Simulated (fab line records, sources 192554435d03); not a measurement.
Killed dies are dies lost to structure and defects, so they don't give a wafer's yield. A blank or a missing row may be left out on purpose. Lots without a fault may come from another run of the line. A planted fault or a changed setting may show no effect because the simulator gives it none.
A struck lot beside a sound one | flow n5_finfet | 42 steps out of a route of 1938
Sound: wafers L217.1, L217.5, L217.6. Struck: wafers L213.4, L213.5, L213.6. The cause comes at the end.
At each step with rows: each side's tool, then ch and its chambers, then its first start. Under that, the readings that differ: sound wafers | struck wafers | difference of the means | sigmas: that difference in standard deviations of wafers without a fault.
alike: readings whose means differ by less than 2 such deviations, and words and numbers that are the same on both sides. not compared: withheld readings, readings that some wafer has no value for, bounds like >300 that may hide the same value, and numbers for which the record gives no deviation and whose values overlap.
The two part at a step that has a row with sigmas, a row that says differs or no value, or rows on one side only. Numbers that don't overlap but have no deviation are shown without sigmas and don't part them. A reading that every wafer of one side lacks parts them only if that side has two wafers or more.

first, 12 steps without rows for these wafers: N5_SD_EPI_N_STRIP_36 (strips in N2/H2); N5_SD_EPI_N_ETCHBACK_44 (etches SiNx in CH3F/O2, stops on SiO2, target depth 14.5 nm); N5_SD_EPI_N_ETCH_45 (etches SiOCN in CH3F/O2, target depth 6 nm); N5_SD_EPI_N_ETCH_16 (etches SiO2 in CHF3/O2, target depth 5 nm); N5_SD_EPI_N_STRIP_47 (strips in CHF3/O2); N5_SD_EPI_N_SD_RECESS_17 (chemistry HBr/Cl2/O2, target depth 41 nm, time 23.7 s, bt time 3 s); N5_SD_EPI_N_STRIP_38 (strips in N2/H2); N5_SD_EPI_N_WET_ETCH_43 (etches SiO2 in dHF, time 14 s, target depth 1.5 nm); N5_SD_EPI_N_STRIP_18 (strips in SPM, time 750 s); N5_SD_EPI_N_SRD_20 (time 30 s); N5_SD_EPI_N_PRECLEAN_48 (cleans in NF3:NH3, afs cycles 2, time 20 s, sublimation time 60 s); N5_SD_EPI_N_VAPOR_ETCH_50 (etches Si in HCl, time 54 s).
N5_SD_EPI_N_EPI_21: deposits Si:P, time 690 s.
  sound on epi_rpcvd-01 ch 0, day 8 17:02; struck on epi_rpcvd-03 ch 0, day 7 16:05
  reading                                   | sound      | struck       | difference | sigmas
  model.Si-P_of_SD_EPI_N_EPI_21.thk_nm (nm) | 58.8 59 59 | 52.8 53 52.2 | -6.3       |
N5_SD_EPI_N_EPI_MEAS_23:
  sound on film_metro-01, day 8 18:46; struck on film_metro-02, day 7 17:16
  reading     | sound          | struck         | difference | sigmas
  thk_nm (nm) | 57.0 59.5 59.9 | 52.0 53.2 51.2 | -6.7       | -5
then, 24 steps without rows for these wafers: N5_SD_EPI_N_PRECLEAN_24 (cleans in O3/DIW, time 60 s); N5_SD_EPI_N_SRD_25 (time 30 s); N5_SD_EPI_N_PRECLEAN_49 (cleans in NF3:NH3, afs cycles 1, time 20 s, sublimation time 60 s); N5_SD_EPI_N_LINER_46 (material SiNx, target thk 3 nm); N5_SD_EPI_P_COAT_34 (time 60 s, resist thk 350 nm); N5_SD_EPI_P_COAT_35 (time 60 s, resist thk 35 nm); N5_SD_EPI_P_COAT_03 (resist thk 150 nm); N5_SD_EPI_P_EBR_05; N5_SD_EPI_P_SOFTBAKE_04 (time 60 s); N5_SD_EPI_P_EXPOSE_06 (exposes mask SD P BLK, target cd 240 nm); N5_SD_EPI_P_PEB_07 (peb time 60 s); N5_SD_EPI_P_DEVELOP_08 (develop time 30 s); N5_SD_EPI_P_DESCUM_14 (chemistry O2, time 7.9 s); N5_SD_EPI_P_ETCH_36 (etches SiARC in CF4, target depth 45.5 nm, time 75.8 s); N5_SD_EPI_P_ETCH_37 (etches SOC in N2/H2, overetch 108 nm, time 486 s); N5_SD_EPI_P_STRIP_38 (strips in N2/H2); N5_SD_EPI_P_ETCHBACK_46 (etches SiNx in CH3F/O2, stops on SiO2, target depth 17.5 nm); N5_SD_EPI_P_ETCH_47 (etches SiOCN in CH3F/O2, target depth 25 nm); N5_SD_EPI_P_ETCH_16 (etches SiO2 in CHF3/O2, target depth 5 nm); N5_SD_EPI_P_STRIP_50 (strips in CHF3/O2); N5_SD_EPI_P_SD_RECESS_17 (chemistry HBr/Cl2/O2, target depth 39.1 nm, bt time 3 s); N5_SD_EPI_P_WET_ETCH_45 (etches SiO2 in dHF, time 10.7 s, target depth 2 nm, rinse time 30 s); N5_SD_EPI_P_STRIP_40 (strips in N2/H2); N5_SD_EPI_P_PRECLEAN_52 (cleans in O3/DIW, time 60 s).
N5_SD_ACTIVATION_RS_MEAS_03: measures by four-point-probe.
  sound on film_metro-02, day 9 00:32; struck on film_metro-02, day 7 22:50
  reading          | sound          | struck         | difference | sigmas
  RS_SD_N (ohm/sq) | 22.0 22.0 21.8 | 24.1 24.0 24.6 | +2.3       | +7
  RS_SD_P (ohm/sq) | 55.5 56.3 56.1 | 57.5 57.9 57.2 | +1.6       | +2
N5_MOL_CONTACT_COAG_ETCH_15: etches SiNx in CH3F/O2, stops on Si:P, target depth 7 nm.
  sound on rie_diel-01 ch 0,3, day 10 05:35; struck on rie_diel-01 ch 0,2,3, day 9 06:38
  reading                                   | sound        | struck         | difference | sigmas
  model.Si-P_of_SD_EPI_N_EPI_21.thk_nm (nm) | 58 58.2 58.2 | 52.2 52.2 51.6 | -6.1       |
  alike: O2_flow_sccm, drypump_motor_current_A, mfc_ar_sccm, oes_product_au, rf_vpp_V, showerhead_plenum_p_Torr, throttle_valve_pct
  not compared: rf_hours_counter_h
-- the record jumps here: 4 days lie between the struck wafers' starts before and after (it left off in module MOL_CONTACT_COAG and takes up again in module BEOL_M4, whose first step shown is number 1111 of the route) --
N5_BEOL_M4_RC_MEAS_101:
  sound on prober-01 ch 0, day 13 07:16; struck on prober-02 ch 0, day 13 00:10
  reading          | sound          | struck         | difference | sigmas
  RS_SD_N (ohm/sq) | 28.3 28.5 28.6 | 31.6 31.7 32.0 | +3.3       | +8
  VT_P (mV)        | -252 -249 -245 | -259 -258 -252 | -8         | -2
  alike: DIBL_N, DIBL_P, IOFF_N, IOFF_P, ION_N, ION_P, SS_N, SS_P, VT_N
then, 1 step without rows for these wafers: N5_PASSIVATION_PROBE_49.

WHERE THEY PART
First at N5_SD_EPI_N_EPI_MEAS_23; last, within this record, at N5_BEOL_M4_RC_MEAS_101.

WHY: what the simulator had put in
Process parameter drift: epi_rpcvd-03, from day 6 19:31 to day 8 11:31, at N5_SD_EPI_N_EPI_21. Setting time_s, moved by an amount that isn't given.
